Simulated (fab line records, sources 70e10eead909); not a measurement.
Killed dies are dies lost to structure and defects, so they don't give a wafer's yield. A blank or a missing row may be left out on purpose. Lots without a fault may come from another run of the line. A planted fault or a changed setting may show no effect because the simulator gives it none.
fab line records | flow nand_harc
record lots=22 wafers=66 last_day=34
route steps=1302 shown A_STAIRCASE@835 A_SGD_CUT@906 A_SLIT@923
lots that met no fault: from a run of the same line without faults
start_h: hours from the record's first day to the start of the lot's first wafer shown | wait_h: hours since the lot's step before | " the same as in the row above | L1.1+2: a row that stands for several wafers | - no value, or no start given | * or withheld: withheld | < > ~ a bound
route shown NAME@n: a module of which the file shows steps, and the number in the route of the first | usual: mean/standard deviation of fault-free wafers | same: alike in all rows | chamber/n: place in a boat | sites: the reading at each site | _std_site: their standard deviation | _edge_site: outer sites' mean less inner sites' | radius_mm: how far each site lies from the wafer's centre | mask NAME#n: copy n | behind: the tool/chamber that last shaped the wafer | hold: why the lot was held/for how many hours/how that ended | device: the transistor (n, p or np) that didn't switch | end of line: the same wafers' tests at the end of the route | a step without rows: its recipe alone | killed: dies lost to structure and defects at the first sort, not the wafer's yield | map: a wafer's dies, x killed, . not, _ none there
set.NAME: the setting as run; set.NAME@STEP: as run at that earlier step | model.NAME: the simulator's own value behind a step, which no gauge read
steps of the route over a sample of lots; a table a step, a row a wafer
services: from which hour (start_h, from the record's first day; less than 0 if before it) a tool's chamber was out of use, for how many hours, and why
## steps
# step NHARC_A_STAIRCASE_ETCH_315
# recipe target_depth_a=25000 time_s=607.1 ion_energy_ev=800 c4f8_flow_sccm=80 o2_flow_sccm=60 ar_flow_sccm=withheld rf_w=600 bias_w=3000 chemistry=C4F8/O2/Ar
# usual chamber_pressure_mTorr=25.003/0.023 oes_product_au=0.929/0.0096 rf_vpp_V=1823/12
# columns lot.wafer tool chamber start_h wait_h chamber_pressure_mTorr oes_product_au rf_hours_counter_h rf_vpp_V
L074.4 rie_diel-08 1 - - 25.007 0.929 8 1810
L074.2 " 0 " " 25.038 0.918 11 1819
L074.6 " 1 " " 25.012 0.924 - 1809
L076.4 rie_diel-08 0 - - 25.015 0.922 14 1819
L076.1 " 1 " " 24.984 0.930 11 1810
L076.3 " 2 " " 25.058 0.927 10 1808
L077.1 rie_diel-03 1 - - 24.990 0.924 38 1845
L077.4 " 2 " " 24.982 0.945 42 1823
L077.2 " 3 " " 24.979 0.926 38 1820
L079.1 rie_diel-08 2 - - 25.017 0.943 13 1809
L079.2 " 3 " " 25.013 0.940 17 1812
L079.6 " 2 " " 25.021 0.940 - 1806
L078.4 rie_diel-08 1 - - 25.010 0.933 17 1806
L078.1 " 2 " " 24.977 0.922 15 1807
L078.6 " 3 " " 24.977 0.913 - 1810
L080.1 rie_diel-03 3 - - 25.011 0.917 50 1820
L080.4 " 1 " " 25.017 0.933 49 1846
L080.6 " 2 " " 24.995 0.933 - 1823
L081.2 rie_diel-12 1 - - 24.998 0.930 0 1834
L081.4 " 0 " " 24.985 0.936 - 1825
L081.6 " 1 " " 24.990 0.930 - 1833
L082.1 rie_diel-03 0 - - 25.041 0.939 10 1834
L082.4 " 2 " " 25.002 0.929 9 1820
L082.5 " 3 " " 25.032 0.939 - 1819
L084.2 rie_diel-08 1 - - 25.020 0.924 48 1809
L084.1 " 3 " " 24.993 0.962 39 1810
L084.6 " 3 " " 25.062 0.971 - 1810
L083.2 rie_diel-03 1 - - 25.026 0.926 10 1845
L083.1 " 2 " " 25.009 0.940 11 1823
L083.5 " 0 " " 25.012 0.926 - 1834
L087.2 rie_diel-12 0 - - 24.978 0.922 19 1822
L087.1 " 1 " " 24.970 0.920 19 1832
L087.6 " 3 " " 25.033 0.938 - 1818
L085.2 rie_diel-08 3 - - 25.008 0.926 44 1810
L085.1 " 2 " " 24.975 0.917 44 1807
L085.5 " 3 " " 25.032 0.928 - 1810
L086.1 rie_diel-12 0 - - 25.020 0.934 21 1822
L086.4 " 2 " " 24.983 0.913 21 1820
L086.5 " 0 " " 24.944 0.935 - 1823
L088.4 rie_diel-08 2 - - 25.004 0.921 45 1807
L088.2 " 1 " " 25.049 0.931 54 1807
L088.6 " 3 " " 25.045 0.928 - 1810
L089.3 rie_diel-08 0 - - 25.031 0.926 53 1816
L089.1 " 2 " " 25.007 0.931 48 1806
L089.6 " 0 " " 24.992 0.934 - 1817
L090.3 rie_diel-03 2 - - 25.023 0.922 23 1821
L090.1 " 0 " " 24.989 0.929 26 1832
L090.6 " 2 " " 25.005 0.929 - 1821
L093.3 rie_diel-03 0 - - 25.034 0.944 36 1830
L093.4 " 2 " " 25.008 0.921 32 1820
L093.1 " 3 " " 25.007 0.926 36 1818
L092.3 rie_diel-03 3 - - 25.001 0.929 36 1818
L092.4 " 1 " " 24.978 0.943 32 1844
L092.6 " 0 " " 25.004 0.935 - 1834
L094.3 rie_diel-03 3 - - 25.002 0.930 37 1818
L094.5 " 3 " " 24.985 0.933 - 1818
L094.6 " 0 " " 25.015 0.931 - 1832
L096.4 rie_diel-08 1 - - 24.997 0.939 17 1846
L096.2 " 3 " " 24.975 0.926 19 1809
L096.6 " 2 " " 25.010 0.914 - 1846
L095.1 rie_diel-08 0 - - 25.014 0.936 23 1815
L095.2 " 1 " " 25.020 0.920 22 1846
L095.3 " 3 " " 25.001 0.918 23 1810
L097.4 rie_diel-08 1 - - 24.975 0.918 30 1846
L097.6 " 1 " " 24.977 0.928 - 1845
L097.5 " 2 " " 24.977 0.924 - 1847
# step NHARC_A_SGD_CUT_ETCH_59
# recipe target_depth_a=2600 over_etch_frac=0.25 time_s=406.25 ion_energy_ev=200 n2_flow_sccm=150 h2_flow_sccm=150 ar_flow_sccm=0 rf_w=400 bias_w=150 chemistry=N2/H2
# usual chamber_pressure_mTorr=30.00/0.031 drypump_motor_current_A=5.7/0.3 oes_product_au=1.002/0.0078 rf_vpp_V=430.2/2.5 showerhead_plenum_p_Torr=2.03/0.087 throttle_valve_pct=14.170/0.0088
# columns lot.wafer tool chamber start_h wait_h chamber_pressure_mTorr drypump_motor_current_A oes_product_au rf_hours_counter_h rf_vpp_V showerhead_plenum_p_Torr throttle_valve_pct
L074.4 rie_diel-13 1 - - 30.04 5.6 1.000 5 432.7 2.13 14.168
L074.2 " 3 " " 29.97 6.1 0.998 6 430.7 2.03 14.167
L074.6 " 2 " " 29.95 5.6 0.992 - 427.3 1.90 14.167
L077.4 rie_diel-04 0 - - 30.00 5.9 1.006 10 429.5 1.98 14.175
L077.1 " 1 " " 30.02 5.4 1.012 10 428.2 1.94 14.165
L077.2 " 2 " " 30.03 5.6 0.999 9 431.6 2.05 14.176
L076.4 rie_diel-13 0 - - 29.97 6.0 1.003 7 433.7 2.19 14.159
L076.3 " 2 " " 30.03 5.6 0.995 7 426.0 1.90 14.162
L076.1 " 3 " " 30.07 6.0 1.002 7 429.5 2.03 14.163
L078.1 rie_diel-10 3 - - 30.08 6.2 0.995 1 427.0 1.97 14.174
L078.4 " 0 " " 30.01 6.0 1.008 2 430.5 2.01 14.179
L078.6 " 2 " " 29.99 5.1 0.995 - 430.0 2.02 14.168
L079.2 rie_diel-13 3 - - 30.01 6.0 0.994 8 429.7 2.03 14.172
L079.1 " 1 " " 29.99 5.6 1.000 7 435.0 2.13 14.186
L079.6 " 3 " " 29.95 6.1 0.995 - 429.3 2.03 14.172
L080.4 rie_diel-04 0 - - 29.97 5.9 1.006 13 430.1 1.98 14.168
L080.1 " 3 " " 29.99 5.3 0.996 10 433.5 2.11 14.167
L080.6 " 1 " " 30.01 5.4 0.993 - 427.3 1.94 14.177
L081.4 rie_diel-13 3 - - 30.05 6.0 0.987 10 429.5 2.03 14.157
L081.2 " 0 " " 30.02 6.0 0.992 11 433.7 2.19 14.170
L081.6 " 2 " " 29.95 5.6 0.995 - 427.4 1.90 14.166
L084.1 rie_diel-13 1 - - 30.04 5.6 1.012 2 433.9 2.13 14.174
L084.2 " 2 " " 29.99 5.6 1.002 2 426.3 1.90 14.165
L084.6 " 1 " " 30.00 5.6 1.001 - 433.0 2.13 14.168
L082.4 rie_diel-04 2 - - 30.00 5.7 1.010 1 431.1 2.05 14.179
L082.1 " 3 " " 29.98 5.3 0.999 1 432.3 2.11 14.161
L082.5 " 1 " " 30.00 5.4 1.002 - 427.2 1.94 14.173
L083.1 rie_diel-04 2 - - 30.05 5.7 0.999 2 430.4 2.05 14.176
L083.2 " 3 " " 30.01 5.3 1.010 2 431.0 2.11 14.177
L083.5 " 3 " " 29.98 5.3 1.004 - 432.9 2.11 14.169
L087.2 rie_diel-10 0 - - 30.00 6.1 1.016 4 430.0 2.00 14.190
L087.1 " 2 " " 30.02 5.1 1.004 4 431.2 2.02 14.167
L087.6 " 3 " " 29.98 6.2 1.006 - 428.2 1.97 14.181
L085.2 rie_diel-13 0 - - 29.92 6.0 0.989 3 434.3 2.19 14.157
L085.1 " 2 " " 29.99 5.6 0.999 3 425.9 1.90 14.171
L085.5 " 0 " " 30.03 6.0 1.004 - 433.1 2.19 14.183
L088.4 rie_diel-04 1 - - 30.03 5.4 1.014 4 429.1 1.94 14.163
L088.2 " 2 " " 29.98 5.7 1.005 4 432.8 2.05 14.176
L088.6 " 0 " " 29.97 5.9 1.004 - 428.6 1.98 14.155
L086.4 rie_diel-10 3 - - 29.97 6.2 0.989 5 428.7 1.97 14.181
L086.1 " 2 " " 29.97 5.1 0.994 5 430.0 2.02 14.163
L086.5 " 3 " " 29.98 6.2 0.998 - 429.1 1.97 14.164
L089.1 rie_diel-04 3 - - 30.01 5.3 1.009 5 432.9 2.11 14.175
L089.3 " 1 " " 29.99 5.4 0.998 5 427.5 1.94 14.172
L089.6 " 0 " " 30.03 5.9 0.995 - 428.9 1.98 14.171
L090.1 rie_diel-04 3 - - 30.04 5.3 1.009 7 432.6 2.11 14.170
L090.3 " 1 " " 29.98 5.4 1.006 7 426.6 1.93 14.177
L090.6 " 0 " " 30.01 5.9 0.995 - 427.4 1.98 14.148
L094.3 rie_diel-13 1 - - 29.98 5.6 1.008 7 432.6 2.13 14.173
L094.5 " 0 " " 30.00 6.0 1.009 - 435.7 2.19 14.181
L094.6 " 1 " " 30.08 5.6 1.005 - 432.7 2.13 14.160
L092.3 rie_diel-10 3 - - 29.98 6.2 1.006 1 429.0 1.97 14.162
L092.6 " 0 " " 29.95 6.0 1.001 - 428.9 2.00 14.163
L092.4 " 3 " " 29.99 6.2 0.996 - 429.7 1.97 14.173
L093.3 rie_diel-04 1 - - 30.00 5.4 1.007 8 428.0 1.93 14.167
L093.4 " 3 " " 29.99 5.3 1.010 9 431.4 2.10 14.168
L093.1 " 0 " " 29.99 5.9 1.002 8 429.1 1.98 14.164
L096.2 rie_diel-13 3 - - 29.96 6.1 1.002 9 428.9 2.02 14.173
L096.4 " 1 " " 30.01 5.6 1.002 9 432.2 2.13 14.164
L096.6 " 0 " " 29.99 6.0 1.003 - 435.6 2.19 14.171
L095.1 rie_diel-13 1 - - 29.99 5.6 0.993 10 431.6 2.13 14.174
L095.3 " 3 " " 30.04 6.1 0.983 10 431.0 2.02 14.165
L095.2 " 0 " " 29.97 6.0 1.000 11 435.5 2.18 14.154
L097.5 rie_diel-04 0 - - 29.98 5.9 1.003 - 428.9 1.97 14.169
L097.4 " 1 " " 29.90 5.4 1.005 - 427.8 1.93 14.170
L097.6 " 3 " " 29.97 5.3 1.000 - 432.8 2.10 14.159
# step NHARC_A_SGD_CUT_CMP_21
# recipe target_thk_nm=148.19
# usual motor_current_A=12.4/1.3 time_to_endpoint_s=49.5/2.6
# columns lot.wafer tool chamber start_h wait_h motor_current_A time_to_endpoint_s
L074.4 cmp-02 2 460.18 0.4 13.7 53.6
L074.2 " 3 " " 13.2 49.3
L074.6 " 3 " " 12.3 48.5
L077.4 cmp-01 2 460.18 0.4 13.0 49.7
L077.1 " 3 " " 12.9 47.0
L077.2 " 1 " " 13.2 46.9
L076.1 cmp-04 0 466.10 0.4 14.5 44.9
L076.4 " 1 " " 14.3 45.1
L076.3 " 3 " " 10.2 46.0
L078.4 cmp-04 2 485.85 0.4 11.2 45.9
L078.1 " 3 " " 10.1 49.1
L078.6 " 2 " " 11.1 49.6
L079.1 cmp-02 0 485.85 0.4 11.1 50.3
L079.2 " 1 " " 11.4 50.0
L079.6 " 0 " " 11.5 49.0
L080.1 cmp-01 0 507.21 0.4 13.2 44.8
L080.4 " 2 " " 12.0 49.4
L080.6 " 1 " " 13.8 47.3
L081.2 cmp-01 2 514.53 0.4 13.1 50.0
L081.4 " 3 " " 13.4 46.3
L081.6 " 1 " " 13.3 49.5
L084.1 cmp-02 2 553.07 0.4 13.5 48.0
L084.2 " 3 " " 13.1 46.7
L084.6 " 1 " " 10.1 48.2
L082.1 cmp-04 0 553.07 0.4 14.5 50.1
L082.4 " 1 " " 13.7 53.3
L082.5 " 0 " " 14.5 51.2
L083.1 cmp-04 2 562.16 0.4 10.2 53.2
L083.2 " 3 " " 10.1 47.8
L083.5 " 1 " " 14.3 51.0
L087.1 cmp-01 0 562.19 0.4 13.7 45.2
L087.2 " 1 " " 13.4 47.1
L087.6 " 3 " " 12.3 47.7
L085.1 cmp-02 1 562.31 0.6 10.4 53.7
L085.2 " 2 " " 14.0 55.9
L085.5 " 3 " " 12.7 52.7
L086.4 cmp-02 2 573.75 0.4 12.8 54.7
L086.1 " 3 " " 11.9 50.5
L086.5 " 1 " " 10.9 53.8
L088.2 cmp-01 1 573.75 0.4 13.7 45.6
L088.4 " 2 " " 12.3 50.6
L088.6 " 3 " " 12.7 50.5
L089.1 cmp-01 1 593.03 0.4 13.0 49.3
L089.3 " 0 " " 13.8 45.1
L089.6 " 2 " " 13.4 50.3
L090.3 cmp-04 2 610.71 0.4 11.0 48.5
L090.1 " 1 " " 13.8 52.4
L090.6 " 3 " " 10.6 49.3
L093.1 cmp-01 3 639.70 0.4 12.0 47.3
L093.3 " 0 " " 13.1 44.7
L093.4 " 2 " " 13.1 50.1
L092.3 cmp-02 2 639.70 0.4 12.4 51.7
L092.4 " 0 " " 11.7 51.5
L092.6 " 2 " " 13.0 54.3
L094.3 cmp-04 0 639.75 0.4 14.6 52.3
L094.6 " 2 " " 10.8 51.8
L094.5 " 3 " " 10.4 50.1
L096.4 cmp-04 2 661.77 0.4 10.4 53.0
L096.2 " 0 " " 15.0 53.8
L096.6 " 2 " " 10.9 48.9
L095.3 cmp-02 3 676.26 0.4 12.4 51.5
L095.1 " 0 " " 12.2 54.6
L095.2 " 2 " " 13.0 52.7
L097.4 cmp-01 0 695.00 0.4 12.8 46.4
L097.6 " 2 " " 13.1 50.4
L097.5 " 3 " " 12.9 50.3
# step NHARC_A_SLIT_DEP_00
# recipe target_thk_a=62000 temp_c=400 material=aC
# usual throttle_valve_pct=35.001/0.0087
# columns lot.wafer tool chamber start_h wait_h throttle_valve_pct
L074.2 acl_dep-01 0 462.08 1.0 34.983
L074.4 " 0 463.34 2.1 35.010
L074.6 " 0 464.61 3.3 34.981
L077.1 acl_dep-02 0 462.96 1.8 34.996
L077.2 " 0 " " 34.993
L077.4 " 0 464.86 3.6 34.993
L076.1 acl_dep-03 0 469.49 - 35.001
L076.3 " 0 470.73 - 35.004
L076.4 " 0 " " 34.998
L078.1 acl_dep-02 0 489.77 - 34.999
L078.4 " 0 491.65 - 35.017
L078.6 " 0 492.90 - 35.005
L079.1 acl_dep-01 0 490.50 - 35.004
L079.2 " 0 " " 34.997
L079.6 " 0 493.69 - 35.016
L080.1 acl_dep-02 0 512.01 3.9 35.000
L080.4 " 0 513.91 5.7 35.008
L080.6 " 0 515.18 6.9 34.993
L081.2 acl_dep-02 0 519.63 - 34.990
L081.4 " 0 520.88 - 35.011
L081.6 " 0 522.13 - 34.994
L084.1 acl_dep-03 0 555.06 - 35.006
L084.2 " 0 " " 34.992
L084.6 " 0 558.15 - 34.995
L082.1 acl_dep-02 0 555.22 - 34.983
L082.4 " 0 557.11 - 35.010
L082.5 " 0 " " 35.008
L087.1 acl_dep-02 0 563.43 - 34.997
L087.2 " 0 " " 35.006
L087.6 " 0 566.58 - 35.004
L083.1 acl_dep-01 0 563.71 - 35.005
L083.2 " 0 " " 35.000
L083.5 " 0 566.18 - 35.002
L085.1 acl_dep-03 0 566.12 - 35.005
L085.2 " 0 " " 35.009
L085.5 " 0 568.62 - 35.015
L086.1 acl_dep-02 0 574.93 - 34.999
L086.4 " 0 576.81 - 34.983
L086.5 " 0 " " 34.998
L088.2 acl_dep-01 0 575.81 - 34.998
L088.4 " 0 577.06 - 35.008
L088.6 " 0 578.30 - 35.009
L089.1 acl_dep-01 0 594.90 - 35.004
L089.3 " 0 596.16 - 34.987
L089.6 " 0 598.04 - 35.011
L090.1 acl_dep-01 0 615.78 - 35.015
L090.3 " 0 617.03 - 34.998
L090.6 " 0 618.89 - 34.999
L093.1 acl_dep-03 0 643.73 - 34.983
L093.3 " 0 644.99 - 34.999
L093.4 " 0 " " 35.008
L092.3 acl_dep-02 0 645.16 - 34.993
L092.4 " 0 " " 35.005
L092.6 " 0 647.03 - 35.002
L094.3 acl_dep-01 0 645.56 - 34.993
L094.5 " 0 646.83 - 35.010
L094.6 " 0 " " 35.000
L096.2 acl_dep-02 0 664.70 - 34.985
L096.4 " 0 665.96 - 35.002
L096.6 " 0 667.22 - 35.007
L095.1 acl_dep-01 0 677.42 - 34.995
L095.2 " 0 " " 35.009
L095.3 " 0 " " 35.013
L097.4 acl_dep-02 0 698.24 - 35.015
L097.5 " 0 " " 34.990
L097.6 " 0 " " 34.995
# step NHARC_A_SLIT_DESCUM_14
# recipe time_s=3 o2_flow_sccm=200 ar_flow_sccm=0 bias_power_w=0 chemistry=O2
# usual chamber_pressure_mTorr=60.00/0.049 drypump_motor_current_A=5.8/0.44 oes_product_au=0.998/0.0079 rf_vpp_V=57.7/0.85 showerhead_plenum_p_Torr=1.89/0.055 throttle_valve_pct=11.311/0.0091
# same bias_power_w=0
# columns lot.wafer tool chamber start_h wait_h chamber_pressure_mTorr drypump_motor_current_A oes_product_au rf_hours_counter_h rf_vpp_V showerhead_plenum_p_Torr throttle_valve_pct
L074.4 rie_diel-11 0 466.21 0.1 59.98 6.3 1.014 1.2 58.0 2.00 11.294
L074.2 " 1 " " 60.05 5.7 1.014 1.1 58.0 1.87 11.327
L074.6 " 0 " " 60.03 6.4 1.015 - 57.5 2.00 11.311
L077.1 rie_diel-06 3 467.74 0.1 59.92 5.7 0.995 7.4 58.7 1.91 11.320
L077.2 " 0 " " 59.98 5.4 0.993 7.7 59.5 1.95 11.295
L077.4 " 0 " " 59.92 5.4 1.006 - 56.9 1.95 11.293
L076.4 rie_diel-11 3 474.10 0.1 59.97 4.7 0.994 1.9 57.3 1.94 11.297
L076.1 " 0 " " 60.05 6.3 0.987 1.8 57.9 2.00 11.303
L076.3 " 1 " " 59.97 5.7 1.003 1.7 56.3 1.86 11.311
L078.1 rie_diel-06 3 494.42 0.1 59.91 5.7 0.992 0.1 58.5 1.91 11.303
L078.4 " 1 " " 60.04 5.8 0.996 0.1 57.9 1.87 11.309
L078.6 " 0 " " 59.95 5.4 1.005 - 57.0 1.94 11.313
L079.1 rie_diel-11 2 495.08 0.1 59.96 6.1 1.000 3.4 58.5 1.88 11.319
L079.2 " 1 " " 60.02 5.7 1.020 3.4 57.0 1.86 11.306
L079.6 " 3 " " 60.04 4.7 0.991 - 57.9 1.94 11.323
L080.1 rie_diel-06 0 516.58 0.1 60.06 5.4 0.998 1.2 58.6 1.94 11.308
L080.4 " 1 " " 60.13 5.7 0.992 1.3 58.1 1.87 11.315
L080.6 " 3 " " 60.00 5.7 1.001 - 57.7 1.91 11.290
L081.2 rie_diel-02 3 523.64 0.1 59.91 5.7 1.011 7.6 58.6 1.89 11.308
L081.4 " 1 " " 60.04 5.6 1.004 7.9 57.3 1.81 11.329
L081.6 " 3 " " 59.92 5.7 1.002 - 58.0 1.89 11.308
L084.2 rie_diel-02 1 559.80 0.1 60.07 5.6 0.989 10.3 56.9 1.81 11.338
L084.1 " 3 " " 59.94 5.6 0.991 10.7 56.4 1.88 11.315
L084.6 " 2 " " 59.94 5.8 1.000 - 58.8 1.79 11.316
L082.4 rie_diel-06 1 559.97 0.1 60.08 5.8 0.991 3.5 57.4 1.87 11.308
L082.1 " 0 " " 60.04 5.4 1.000 3.8 57.0 1.94 11.318
L082.5 " 1 " " 60.02 5.8 0.998 - 56.5 1.87 11.312
L087.1 rie_diel-11 1 568.12 0.1 60.05 5.7 1.008 6.1 56.7 1.86 11.313
L087.2 " 0 " " 60.08 6.4 1.003 6.1 57.9 1.99 11.313
L087.6 " 1 " " 60.00 5.8 1.005 - 58.6 1.86 11.321
L083.2 rie_diel-06 1 568.31 0.1 59.99 5.7 1.005 4.3 57.0 1.87 11.317
L083.1 " 3 " " 60.04 5.7 1.003 4.5 58.4 1.91 11.340
L083.5 " 1 " " 59.90 5.8 1.000 - 57.9 1.87 11.311
L085.1 rie_diel-06 2 570.79 0.1 59.94 6.4 0.993 5.1 56.6 1.84 11.323
L085.2 " 3 " " 60.03 5.7 0.988 5.4 58.9 1.91 11.307
L085.5 " 2 " " 60.01 6.4 0.977 - 58.5 1.84 11.298
L086.4 rie_diel-11 0 579.60 0.1 60.03 6.4 0.992 7.7 57.6 1.99 11.316
L086.1 " 2 " " 59.98 6.1 1.005 7.7 58.6 1.88 11.309
L086.5 " 0 " " 60.03 6.4 1.005 - 57.8 2.00 11.309
L088.2 rie_diel-02 1 579.81 0.1 59.96 5.6 0.984 0 58.7 1.81 11.315
L088.4 " 2 " " 60.01 5.8 1.006 0 55.9 1.79 11.307
L088.6 " 1 " " 59.98 5.6 0.989 - 59.3 1.81 11.316
L089.1 rie_diel-06 3 599.62 0.1 59.96 5.7 0.996 6.8 57.1 1.91 11.311
L089.3 " 0 " " 59.93 5.4 1.010 6.3 58.1 1.94 11.320
L089.6 " 3 " " 59.94 5.7 0.998 - 57.4 1.91 11.316
L090.3 rie_diel-02 3 620.28 0.1 59.91 5.7 0.992 2.7 57.4 1.88 11.298
L090.1 " 1 " " 60.04 5.6 0.990 2.9 57.1 1.81 11.307
L090.6 " 2 " " 59.98 5.8 1.002 - 58.0 1.79 11.329
L093.3 rie_diel-11 1 648.26 0.1 59.97 5.8 1.010 0.3 57.1 1.86 11.312
L093.1 " 2 " " 60.09 6.1 1.002 0.4 56.9 1.88 11.311
L093.4 " 0 " " 59.96 6.3 1.009 0.3 58.6 1.99 11.318
L092.3 rie_diel-02 1 648.54 0.1 60.07 5.6 0.992 4.8 58.6 1.81 11.309
L092.4 " 2 " " 59.99 5.8 1.001 4.3 57.0 1.79 11.323
L092.6 " 1 " " 59.89 5.6 0.988 - 57.3 1.81 11.305
L094.3 rie_diel-06 1 649.00 0.1 59.94 5.8 0.987 8.6 60.0 1.87 11.325
L094.6 " 3 " " 59.93 5.7 1.003 - 56.6 1.91 11.322
L094.5 " 0 " " 60.00 5.4 1.002 - 57.8 1.94 11.304
L096.2 rie_diel-02 3 668.74 0.1 59.92 5.7 0.987 6.9 57.7 1.88 11.305
L096.4 " 0 " " 59.97 6.4 0.990 7.2 59.1 1.89 11.304
L096.6 " 3 " " 60.03 5.7 0.994 - 57.7 1.88 11.323
L095.2 rie_diel-06 3 682.08 0.1 60.05 5.7 0.993 0.4 58.0 1.91 11.294
L095.1 " 0 " " 60.01 5.4 0.990 0.5 57.7 1.94 11.296
L095.3 " 1 " " 59.92 5.8 0.995 0.3 56.6 1.87 11.322
L097.5 rie_diel-11 3 701.05 0.1 60.06 4.7 0.990 - 57.8 1.93 11.310
L097.4 " 0 " " 59.99 6.4 0.998 - 59.3 1.99 11.313
L097.6 " 1 " " 59.91 5.7 1.011 - 57.5 1.86 11.322
# step NHARC_A_SLIT_ETCH_17
# recipe bias_v=900 source_w=withheld pressure_mtorr=20 ar_flow_sccm=375 c4f8_flow_sccm=83.3 o2_flow_sccm=41.7 time_s=4254.5 target_depth_a=2.03e+05 chemistry=C4F8/O2/Ar
# usual c4f8_flow_sccm=83.32/0.24 chamber_pressure_mTorr=20.003/0.02 drypump_motor_current_A=5.55/0.21 showerhead_plenum_p_Torr=3.78/0.14 throttle_valve_pct=32.047/0.0098
# columns lot.wafer tool chamber start_h wait_h c4f8_flow_sccm chamber_pressure_mTorr drypump_motor_current_A rf_hours_counter_h showerhead_plenum_p_Torr throttle_valve_pct
L074.2 har_etch-02 1 467.46 - 83.38 20.031 5.29 54 3.91 32.031
L074.4 " 1 468.66 - 83.12 20.004 5.32 - 3.91 32.056
L074.6 " 1 469.87 - 83.23 20.015 5.30 - 3.91 32.043
L077.2 har_etch-01 0 471.14 - 83.26 20.022 5.65 245 3.61 32.046
L077.1 " 1 " " 83.59 19.984 5.90 245 3.60 32.063
L077.4 " 0 " " 83.15 20.018 5.66 - 3.61 32.033
L076.1 har_etch-02 0 475.34 - 83.85 19.996 5.58 61 3.91 32.047
L076.3 " 0 476.54 - 83.51 20.001 5.58 - 3.91 32.047
L076.4 " 1 " " 83.34 19.999 5.30 - 3.91 32.041
L078.1 har_etch-02 0 496.49 - 83.42 20.020 5.56 72 3.90 32.031
L078.4 " 0 497.69 - 83.48 19.980 5.56 - 3.90 32.050
L078.6 " 0 498.89 - 83.64 19.979 5.58 - 3.90 32.036
L079.2 har_etch-01 1 497.35 - 83.50 20.017 5.92 265 3.59 32.059
L079.1 " 0 " " 83.54 20.052 5.69 265 3.60 32.038
L079.6 " 1 499.77 - 83.08 19.990 5.89 - 3.59 32.048
L080.1 har_etch-02 0 517.84 - 83.32 20.008 5.58 80 3.89 32.052
L080.4 " 0 519.03 - 83.30 20.020 5.58 - 3.89 32.046
L080.6 " 0 520.23 - 83.59 20.012 5.57 - 3.89 32.041
L081.2 har_etch-01 0 525.51 - 83.19 19.990 5.65 276 3.60 32.038
L081.4 " 1 " " 83.28 20.010 5.91 - 3.59 32.046
L081.6 " 0 527.95 - 83.59 20.020 5.67 - 3.60 32.046
L084.2 har_etch-02 0 561.21 - 83.60 19.996 5.60 107 3.88 32.064
L084.1 " 1 " " 83.07 19.992 5.30 107 3.88 32.055
L084.6 " 1 564.27 - 83.11 20.008 5.29 - 3.88 32.041
L082.1 har_etch-01 1 561.54 - 83.18 20.008 5.90 299 3.58 32.025
L082.4 " 0 563.35 - 83.42 19.992 5.68 - 3.58 32.059
L082.5 " 0 564.56 - 83.34 19.981 5.66 - 3.58 32.065
L087.2 har_etch-02 0 569.36 - 83.13 20.004 5.58 115 3.87 32.049
L087.1 " 1 " " 83.09 20.017 5.28 115 3.87 32.039
L087.6 " 1 572.38 - 83.19 20.005 5.28 - 3.87 32.058
L083.1 har_etch-01 1 569.71 - 83.11 20.012 5.90 307 3.57 32.040
L083.2 " 0 " " 83.20 20.009 5.66 307 3.58 32.061
L083.5 " 1 572.10 - 83.50 19.989 5.90 - 3.57 32.051
L085.1 har_etch-02 0 573.17 - 82.99 19.980 5.56 118 3.87 32.044
L085.2 " 1 " " 83.38 20.013 5.30 118 3.87 32.036
L085.5 " 1 576.21 - 83.45 20.087 5.30 - 3.87 32.056
L086.1 har_etch-02 0 581.45 - 83.04 20.003 5.57 122 3.87 32.026
L086.4 " 0 582.66 - 82.37 19.976 5.59 - 3.87 32.042
L086.5 " 1 " " 83.45 20.028 5.30 - 3.87 32.051
L088.2 har_etch-01 1 583.02 - 83.24 20.006 5.89 314 3.57 32.051
L088.4 " 1 584.22 - 83.15 19.990 5.88 - 3.57 32.029
L088.6 " 0 " " 83.38 20.024 5.66 - 3.58 32.051
L089.1 har_etch-02 0 601.46 - 83.47 20.001 5.59 129 3.87 32.067
L089.3 " 0 602.66 - 83.29 19.982 5.58 - 3.87 32.038
L089.6 " 1 " " 83.23 20.022 5.30 - 3.87 32.057
L090.1 har_etch-02 1 622.14 - 83.35 20.001 5.30 141 3.86 32.061
L090.3 " 0 " " 82.93 20.009 5.59 - 3.86 32.044
L090.6 " 0 623.96 - 83.34 20.003 5.58 - 3.86 32.045
L093.1 har_etch-02 0 649.51 - 83.20 19.991 5.59 156 3.85 32.061
L093.4 " 0 650.73 - 83.29 20.037 5.57 - 3.85 32.054
L093.3 " 1 " " 83.59 19.990 5.29 - 3.85 32.061
L092.3 har_etch-01 0 651.10 - 83.25 20.009 5.67 - 3.56 32.055
L092.4 " 1 " " 83.81 19.996 5.88 - 3.55 32.024
L092.6 " 1 652.92 - 83.67 20.024 5.90 - 3.55 32.066
L094.3 har_etch-02 1 654.57 - 83.08 20.017 5.30 - 3.85 32.055
L094.6 " 1 655.80 - 83.40 19.978 5.29 - 3.85 32.046
L094.5 " 0 " " 83.32 19.995 5.59 - 3.85 32.050
L096.2 har_etch-02 1 671.04 - 83.14 19.997 5.29 171 3.84 32.046
L096.4 " 0 " " 83.44 20.005 5.59 - 3.84 32.045
L096.6 " 1 673.44 - 83.22 19.994 5.30 - 3.84 32.054
L095.2 har_etch-02 0 683.33 - 83.60 19.983 5.56 175 3.84 32.065
L095.1 " 1 " " 82.92 20.018 5.29 175 3.84 32.063
L095.3 " 0 " " 83.15 19.999 5.54 - 3.84 32.057
L097.4 har_etch-02 0 704.36 - 83.69 19.998 5.58 - 3.83 32.044
L097.6 " 1 " " 83.01 20.004 5.28 - 3.83 32.045
L097.5 " 0 " " 83.73 20.012 5.59 - 3.83 32.031
## services
# columns tool chamber start_h hours kind
rie_diel-06 3 376.22 10.1 repair
har_etch-02 - 377.00 17.0 pm
cmp-01 - 381.50 4.0 pm
rie_diel-04 3 385.11 14.7 repair
rie_diel-03 3 392.85 3.4 repair
rie_diel-13 1 393.01 13.2 repair
rie_diel-13 1 421.05 5.2 repair
acl_dep-02 - 430.04 13.0 pm
rie_diel-03 1 431.56 12.7 repair
rie_diel-03 - 458.81 9.0 pm
rie_diel-06 1 459.50 10.0 repair
cmp-01 - 479.50 4.0 pm
rie_diel-06 - 484.20 9.0 pm
rie_diel-03 - 497.64 0.5 repair
rie_diel-08 2 499.32 11.7 repair
cmp-01 - 505.33 0.8 repair
cmp-01 - 516.81 1.0 repair
rie_diel-13 - 519.00 9.0 pm
rie_diel-04 - 532.27 9.0 pm
acl_dep-02 - 612.48 13.0 pm
rie_diel-06 2 622.14 2.8 repair
rie_diel-06 - 661.20 9.0 pm
rie_diel-04 2 688.07 2.8 repair
rie_diel-13 - 696.00 9.0 pm
## key
fault none
